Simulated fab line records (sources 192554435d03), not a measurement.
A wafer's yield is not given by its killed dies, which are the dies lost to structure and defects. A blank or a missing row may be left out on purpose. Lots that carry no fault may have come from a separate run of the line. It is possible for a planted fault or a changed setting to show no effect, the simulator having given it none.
fab line records -- flow n5-finfet
record lots=13, wafers=38, last-day=18
route steps=1938 shown MOL_CONTACT_COAG@543 PASSIVATION@1936
lots untouched by any fault: they come from a run of this same line in which no faults occurred
start-h: hours from the record's opening day to when the first of the lot's shown wafers began -- wait-h: time in hours since the lot's previous step -- " the same as in the row above -- L1.1+2: one row covering several wafers at once -- - either no value or no given start -- * or withheld: withheld -- < > ~ a bound
route shown NAME@n: names a module that has steps shown in the file, with the first one's number in the route -- usual: the fault-free wafers' mean and standard deviation -- same: alike in all rows -- chamber/n: place in a boat -- sites: the reading at each site -- _std_site: standard deviation of those values -- _edge_site: the outer-site mean with the inner-site mean subtracted -- radius-mm: how far each site lies from the wafer's centre -- mask NAME#n: copy n -- behind: the tool/chamber that last shaped the wafer -- hold: reason for holding the lot/hours on hold/outcome of the hold -- device: whichever transistor did not switch (one of n, p or np) -- end of line: the route-end tests of the same wafers -- a step given without rows: its recipe and nothing more -- killed: not the wafer's yield, but the dies lost to structure and defects at the first sort -- map: dies across one wafer; x = killed, . = not, _ = none there
set.NAME: setting as actually run; set.NAME@STEP: the setting as run at that earlier step -- model.NAME: the simulator's own value behind a step, which no gauge read
route steps across a sampled set of lots; one table per step, one row per wafer
services: when a tool's chamber went out of use (start-h, in hours from the record's first day, below 0 if earlier), for how many hours, and the reason
## steps
# step N5_MOL_CONTACT_COAG_TI_SIL_19
# recipe material=Ti, target-thk-a=42, temp-c=200, chamber-pressure-pa=5, power-w=5000, time-s=15
# usual throttle-valve-pct=30.2/0.98
lot.wafer,tool,chamber,start-h,wait-h,throttle-valve-pct
L210.1,pvd-sputter-01,-,95.83,0.2,28.6
L210.5,pvd-sputter-01,-,95.83,0.2,31.4
L211.4,pvd-sputter-03,-,102.81,0.2,31.0
L211.5,pvd-sputter-03,-,102.81,0.2,30.0
L211.6,pvd-sputter-03,-,102.81,0.2,30.6
L212.2,pvd-sputter-03,-,106.17,0.2,29.8
L212.3,pvd-sputter-03,-,106.17,0.2,30.9
L212.4,pvd-sputter-03,-,106.17,0.2,30.7
L213.1,pvd-sputter-02,-,107.31,0.2,31.2
L213.2,pvd-sputter-02,-,107.31,0.2,27.7
L213.4,pvd-sputter-02,-,107.31,0.2,29.7
L215.1,pvd-sputter-01,-,121.60,0.2,31.6
L215.3,pvd-sputter-01,-,121.60,0.2,28.6
L215.6,pvd-sputter-01,-,121.60,0.2,28.6
L216.3,pvd-sputter-01,-,126.02,0.2,29.6
L216.4,pvd-sputter-01,-,126.02,0.2,30.7
L216.5,pvd-sputter-01,-,126.02,0.2,28.8
L219.2,pvd-sputter-03,-,141.76,0.2,31.0
L219.5,pvd-sputter-03,-,141.76,0.2,31.0
L219.6,pvd-sputter-03,-,141.76,0.2,30.9
L220.2,pvd-sputter-01,-,147.30,0.2,31.6
L220.3,pvd-sputter-01,-,147.30,0.2,28.6
L220.6,pvd-sputter-01,-,147.30,0.2,31.0
L229.3,pvd-sputter-03,-,204.46,0.1,30.5
L229.4,pvd-sputter-03,-,204.46,0.1,29.8
L229.6,pvd-sputter-03,-,204.46,0.1,29.8
L230.1,pvd-sputter-03,-,210.98,0.8,30.0
L230.5,pvd-sputter-03,-,210.98,0.8,30.3
L230.6,pvd-sputter-03,-,210.98,0.8,29.8
L231.2,pvd-sputter-02,-,214.79,0.2,30.1
L231.3,pvd-sputter-02,-,214.79,0.2,27.7
L231.4,pvd-sputter-02,-,214.79,0.2,31.1
L232.2,pvd-sputter-03,-,221.68,0.2,31.2
L232.4,pvd-sputter-03,-,221.68,0.2,30.0
L232.6,pvd-sputter-03,-,221.68,0.2,30.8
L233.3,pvd-sputter-03,-,228.39,0.1,31.3
L233.5,pvd-sputter-03,-,228.39,0.1,30.2
L233.6,pvd-sputter-03,-,228.39,0.1,30.9
# step N5_MOL_CONTACT_COAG_ALD_20
# recipe material=TiN, target-thk-a=15, temp-c=400, ald-precursor-family=TiCl4, ald-co-reactant=NH3, pulse-time-s=1, purge-time-s=3, co-reactant-purge-time-s=2, co-reactant-pulse-time-s=2, ald-cycles=68, pressure-torr=3
# usual heater-power-w=853/59, precursor-pulse-height-rel=1.000/0.02
# same pulse-time-s=1, purge-time-s=3
lot.wafer,tool,chamber,start-h,wait-h,heater-power-w,precursor-pulse-height-rel
L210.1,ald-metal-02,3,95.95,0.1,723,0.990
L210.5,ald-metal-02,1,95.95,0.1,900,1.005
L211.4,ald-metal-03,2,102.93,0.1,870,1.001
L211.5,ald-metal-03,1,102.93,0.1,838,0.977
L211.6,ald-metal-03,0,102.93,0.1,941,0.990
L212.2,ald-metal-04,3,106.29,0.1,810,1.029
L212.3,ald-metal-04,2,106.29,0.1,797,1.031
L212.4,ald-metal-04,0,106.29,0.1,880,1.005
L213.1,ald-metal-02,2,107.43,0.1,866,1.021
L213.2,ald-metal-02,1,107.43,0.1,902,0.987
L213.4,ald-metal-02,2,107.43,0.1,878,1.021
L215.1,ald-metal-02,3,121.72,0.1,748,1.027
L215.3,ald-metal-02,0,121.72,0.1,851,0.991
L215.6,ald-metal-02,3,121.72,0.1,727,1.002
L216.3,ald-metal-02,2,126.14,0.1,862,1.034
L216.4,ald-metal-02,3,126.14,0.1,734,1.009
L216.5,ald-metal-02,2,126.14,0.1,864,0.965
L219.2,ald-metal-04,2,141.89,0.1,788,0.963
L219.5,ald-metal-04,1,141.89,0.1,957,1.006
L219.6,ald-metal-04,2,141.89,0.1,790,0.996
L220.2,ald-metal-04,2,147.42,0.1,801,0.998
L220.3,ald-metal-04,3,147.42,0.1,792,1.018
L220.6,ald-metal-04,0,147.42,0.1,875,0.995
L229.3,ald-metal-03,1,204.58,0.1,847,0.996
L229.4,ald-metal-03,3,204.58,0.1,858,0.991
L229.6,ald-metal-03,1,204.58,0.1,843,1.019
L230.1,ald-metal-02,3,211.10,0.1,750,1.022
L230.5,ald-metal-02,2,211.10,0.1,823,0.999
L230.6,ald-metal-02,1,211.10,0.1,913,0.989
L231.2,ald-metal-03,3,214.93,0.1,832,0.991
L231.3,ald-metal-03,0,214.93,0.1,926,0.983
L231.4,ald-metal-03,1,214.93,0.1,827,1.020
L232.2,ald-metal-02,3,221.81,0.1,740,0.991
L232.4,ald-metal-02,2,221.81,0.1,853,0.997
L232.6,ald-metal-02,2,221.81,0.1,854,0.999
L233.3,ald-metal-02,3,228.51,0.1,739,1.040
L233.5,ald-metal-02,3,228.51,0.1,742,0.996
L233.6,ald-metal-02,0,228.51,0.1,860,1.029
# step N5_MOL_CONTACT_COAG_SIL_ANNEAL_21
# recipe temp-c=550, time-s=60, ambient=N2
# usual lamp-power-pct=5.89/0.098, wafer_temp_C_max=553.5/0.99
lot.wafer,tool,chamber,start-h,wait-h,lamp-power-pct,wafer_temp_C_max
L210.1,rtp-anneal-01,0,96.32,0.2,5.80,553.7
L210.5,rtp-anneal-01,0,96.32,0.2,5.81,553.8
L211.4,rtp-anneal-01,0,103.45,0.4,5.81,553.6
L211.5,rtp-anneal-01,0,103.45,0.4,5.81,553.9
L211.6,rtp-anneal-01,0,103.45,0.4,5.80,554.4
L212.2,rtp-anneal-02,0,106.69,0.2,6.00,552.3
L212.3,rtp-anneal-02,0,106.69,0.2,6.01,552.8
L212.4,rtp-anneal-02,0,106.69,0.2,6.01,553.1
L213.1,rtp-anneal-01,0,107.88,0.3,5.80,554.2
L213.2,rtp-anneal-01,0,107.88,0.3,5.81,554.6
L213.4,rtp-anneal-01,0,107.88,0.3,5.81,555.3
L215.1,rtp-anneal-01,0,122.09,0.2,5.80,553.5
L215.3,rtp-anneal-01,0,122.09,0.2,5.81,553.2
L215.6,rtp-anneal-01,0,122.09,0.2,5.80,554.1
L216.3,rtp-anneal-02,0,126.57,0.3,5.99,552.7
L216.4,rtp-anneal-02,0,126.57,0.3,5.99,552.6
L216.5,rtp-anneal-02,0,126.57,0.3,6.00,552.6
L219.2,rtp-anneal-01,0,142.31,0.3,5.81,554.9
L219.5,rtp-anneal-01,0,142.31,0.3,5.82,553.9
L219.6,rtp-anneal-01,0,142.31,0.3,5.81,553.6
L220.2,rtp-anneal-01,0,147.83,0.2,5.81,553.4
L220.3,rtp-anneal-01,0,147.83,0.2,5.81,556.6
L220.6,rtp-anneal-01,0,147.83,0.2,5.81,554.1
L229.3,rtp-anneal-01,0,205.02,0.3,5.80,553.4
L229.4,rtp-anneal-01,0,205.02,0.3,5.82,554.6
L229.6,rtp-anneal-01,0,205.02,0.3,5.80,553.3
L230.1,rtp-anneal-02,0,211.48,0.2,6.00,552.8
L230.5,rtp-anneal-02,0,211.48,0.2,6.00,552.5
L230.6,rtp-anneal-02,0,211.48,0.2,6.01,553.1
L231.2,rtp-anneal-02,0,215.33,0.2,6.01,552.8
L231.3,rtp-anneal-02,0,215.33,0.2,6.01,553.0
L231.4,rtp-anneal-02,0,215.33,0.2,6.01,552.8
L232.2,rtp-anneal-01,0,222.21,0.2,5.81,553.8
L232.4,rtp-anneal-01,0,222.21,0.2,5.80,554.1
L232.6,rtp-anneal-01,0,222.21,0.2,5.80,554.0
L233.3,rtp-anneal-02,0,228.96,0.3,6.00,552.3
L233.5,rtp-anneal-02,0,228.96,0.3,6.00,552.1
L233.6,rtp-anneal-02,0,228.96,0.3,6.00,552.3
# step N5_MOL_CONTACT_COAG_COAT_76
# recipe resist=SiARC, temp-c=220, time-s=60, spin-rpm=1500, resist-thk-nm=10
# usual spin-speed-rpm=1500.2/0.88
lot.wafer,tool,chamber,start-h,wait-h,spin-speed-rpm
L210.1,litho-track-02,0,107.48,-,1499.8
L210.5,litho-track-02,0,107.48,-,1500.2
L211.4,litho-track-05,0,109.99,-,1499.8
L211.5,litho-track-05,0,109.99,-,1500.8
L211.6,litho-track-05,0,109.99,-,1501.2
L212.2,litho-track-05,0,115.13,-,1499.6
L212.3,litho-track-05,0,115.13,-,1499.9
L212.4,litho-track-05,0,115.13,-,1499.2
L213.1,litho-track-05,0,115.44,-,1500.0
L213.2,litho-track-05,0,115.44,-,1499.3
L213.4,litho-track-05,0,115.44,-,1499.1
L215.1,litho-track-01,0,129.84,-,1500.0
L215.3,litho-track-01,0,129.84,-,1499.5
L215.6,litho-track-01,0,129.84,-,1501.1
L216.3,litho-track-01,0,134.83,-,1498.9
L216.4,litho-track-01,0,134.83,-,1499.2
L216.5,litho-track-01,0,134.83,-,1498.7
L219.2,litho-track-01,0,149.77,-,1577.9
L219.5,litho-track-01,0,149.77,-,1577.0
L219.6,litho-track-01,0,149.77,-,1579.5
L220.2,litho-track-01,0,158.89,-,1578.2
L220.3,litho-track-01,0,158.89,-,1577.6
L220.6,litho-track-01,0,158.89,-,1577.9
L229.3,litho-track-02,0,211.56,-,1500.8
L229.4,litho-track-02,0,211.56,-,1500.2
L229.6,litho-track-02,0,211.56,-,1498.8
L230.1,litho-track-01,0,218.61,-,1501.0
L230.5,litho-track-01,0,218.61,-,1499.4
L230.6,litho-track-01,0,218.61,-,1500.2
L231.2,litho-track-05,0,222.23,-,1501.5
L231.3,litho-track-05,0,222.23,-,1500.7
L231.4,litho-track-05,0,222.23,-,1501.7
L232.2,litho-track-05,0,228.94,-,1500.4
L232.4,litho-track-05,0,228.94,-,1499.7
L232.6,litho-track-05,0,228.94,-,1501.1
L233.3,litho-track-02,0,235.21,-,1500.3
L233.5,litho-track-02,0,235.21,-,1500.3
L233.6,litho-track-02,0,235.21,-,1500.4
# step N5_PASSIVATION_PROBE_49
# usual killed_at_M0_to_M3=36/10, killed_at_M4_up=13/5.5, killed-at-contacts=12/5.6, killed-at-front-end=42/12, killed-at-other=4/3.2, killed-dies=108/18, killed-open=71/13, killed-short=34/7.8
# same gross-dies=1180, killed-at-back-side=0
lot.wafer,tool,chamber,start-h,wait-h,killed_at_M0_to_M3,killed_at_M4_up,killed-at-contacts,killed-at-front-end,killed-at-other,killed-dies,killed-open,killed-short
L211.4,prober-02,-,276.08,0.2,34,10,3,63,4,114,84,27
L211.5,prober-02,-,276.13,0.2,44,11,11,65,0,131,92,35
L211.6,prober-02,-,276.18,0.3,44,9,2,47,1,103,71,32
# killed by level:class
L211.4 STI_FIN_REVEAL:geometric-particle:open=26 FIN_SAQP:geometric-particle:short=10 FIN_SAQP:geometric-particle:open=9 BEOL_M3:geometric-particle:open=9 BEOL_M4:geometric-particle:open=7 BEOL_M2:geometric-particle:open=7 BEOL_M0_SAQP:geometric-particle:open=5 GATE_CUT:geometric-particle:short=4
L211.5 STI_FIN_REVEAL:geometric-particle:open=31 BEOL_M0_SAQP:geometric-particle:short=12 BEOL_M0_SAQP:geometric-particle:open=11 MOL_CONTACT_COAG:geometric-particle:open=10 BEOL_M3:geometric-particle:open=9 FIN_SAQP:geometric-particle:open=8 FIN_SAQP:geometric-particle:short=7 STI_FIN_REVEAL:geometric-particle:short=6
L211.6 STI_FIN_REVEAL:geometric-particle:open=19 BEOL_M1:geometric-particle:open=13 BEOL_M0_SAQP:geometric-particle:open=8 FIN_SAQP:geometric-particle:open=6 STI_FIN_REVEAL:geometric-particle:short=6 BEOL_M0_SAQP:geometric-particle:short=6 BEOL_M2:geometric-particle:open=5 FIN_SAQP:geometric-particle:short=4
## services
tool,chamber,start-h,hours,kind
ald-metal-02,0,77.18,30.6,repair
pvd-sputter-03,-,89.85,2.2,repair
litho-track-01,-,93.88,-,consumable-replace:filter
ald-metal-02,2,118.15,5.5,repair
ald-metal-04,1,121.29,10.6,repair
ald-metal-04,-,138.31,2.8,pm
ald-metal-03,0,163.31,4.2,repair
litho-track-02,-,183.47,-,consumable-replace:filter
ald-metal-02,-,199.93,1.4,repair
ald-metal-04,-,218.32,1.2,pm
ald-metal-03,-,227.70,28.1,pm
ald-metal-02,-,229.87,1.3,repair
## key
first-sign step=N5_MOL_CONTACT_COAG_COAT_76, reading=spin-speed-rpm, direction=up, sigmas=88, usual=*, struck=*
effect none on later readings
met-at N5_MOL_CONTACT_COAG_COAT_76
struck-lots L219,L220
tester-left-out L219,L220
not-acting-at N5_MOL_CONTACT_COAG_TI_SIL_19,N5_MOL_CONTACT_COAG_ALD_20,N5_MOL_CONTACT_COAG_SIL_ANNEAL_21
onset-between 134.83 149.77
fault kind=process-parameter-drift, tool=litho-track-01, chamber=-, onset-h=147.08, steps=N5_MOL_CONTACT_COAG_COAT_76, channel=spin-rpm, offset=*, shape=step, end-h=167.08, acts-in=*, stated=*
# tester-left-out: of these lots the tester's yield and bins aren't shown, on N5 and GAA mostly nor the transistor test; their killed dies are dies lost to structure and defects alone, not to doping, threshold or leakage, so they don't give the yield
